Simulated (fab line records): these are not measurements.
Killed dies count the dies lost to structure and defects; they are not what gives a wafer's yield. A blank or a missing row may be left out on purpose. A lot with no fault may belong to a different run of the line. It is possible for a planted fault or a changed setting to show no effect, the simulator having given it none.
Matching of chambers ; flow n5-finfet ; N5_BEOL_M10_ETCH_65 on rie-diel-01 has 4 sister chambers
The step etches SiARC in CF4, target depth 39 nm, time 65 s. 22 wafers are shown with their chamber, then 11 later ones without.

## WAFERS PAIRED WITH THEIR CHAMBERS
wafer;chamber;showerhead-plenum-p-Torr (Torr);drypump-motor-current-A (A);throttle-valve-pct (%)
L076.2;1;2.20;5.9;15.74
L076.3;3;2.10;5.7;15.21
L076.4;2;2.28;5.5;15.24
L075.3;2;2.28;5.5;15.25
L075.4;1;2.20;5.9;15.75
L075.5;0;2.18;6.0;15.68
L077.3;3;2.09;5.7;15.24
L077.4;3;2.09;5.7;15.23
L077.5;1;2.20;5.9;15.75
L079.1;2;2.27;5.5;15.27
L079.3;0;2.18;6.0;15.70
L079.4;3;2.09;5.7;15.24
L081.2;2;2.27;5.6;15.26
L081.3;3;2.09;5.7;15.26
L081.6;0;2.18;6.0;15.71
L084.3;0;2.18;6.0;15.74
L084.4;2;2.27;5.6;15.28
L084.6;1;2.19;5.9;15.78
L083.3;3;2.09;5.7;15.25
L083.5;1;2.19;5.9;15.78
L083.6;2;2.27;5.5;15.27
L087.1;1;2.19;5.9;15.81

SIGNATURES (means of the wafers above)
reading;chamber 0;chamber 1;chamber 2;chamber 3;scatter within a chamber
showerhead-plenum-p-Torr;2.1800;2.1950;2.2733;2.0917;0.00451
drypump-motor-current-A;6.000;5.900;5.533;5.700;0.0272
throttle-valve-pct;15.7075;15.7683;15.2617;15.2383;0.021
Rule: for a wafer and a chamber, the distance is found by dividing, reading by reading, the gap between the wafer's reading and the chamber's mean by the reading's scatter, squaring, summing and taking the root. The wafer belongs to the nearest chamber; if the next one is less than 2 further off, it can't be placed. The scatter: the root of (the sum of the squares of (reading less its chamber's mean) over the shown wafers, divided by (wafers less chambers)).

## WAFERS MISSING THEIR CHAMBER
wafer;showerhead-plenum-p-Torr (Torr);drypump-motor-current-A (A);throttle-valve-pct (%)
L087.5;2.27;5.5;15.31
L087.6;2.09;5.7;15.29
L090.1;2.08;5.7;15.32
L090.4;2.08;5.7;15.32
L090.5;2.17;6.0;15.27
L092.1;2.26;5.5;15.31
L092.4;2.17;6.0;15.27
L092.6;2.08;5.7;15.30
L094.3;2.18;5.9;15.83
L094.4;2.17;6.0;15.29
L094.6;2.26;5.5;15.34

## WHICH CHAMBER EACH WENT THROUGH
wafer;from the rows above;in truth
L087.5;2;2
L087.6;3;3
L090.1;3;3
L090.4;3;3
L090.5;can't be placed: 3 or 0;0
L092.1;2;2
L092.4;can't be placed: 3 or 0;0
L092.6;3;3
L094.3;1;1
L094.4;can't be placed: 0 or 3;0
L094.6;2;2
Correctly placed: 8 of 11. Not placeable from these rows: 3 (in 3, the candidates include the true chamber). Wrongly placed: 0.
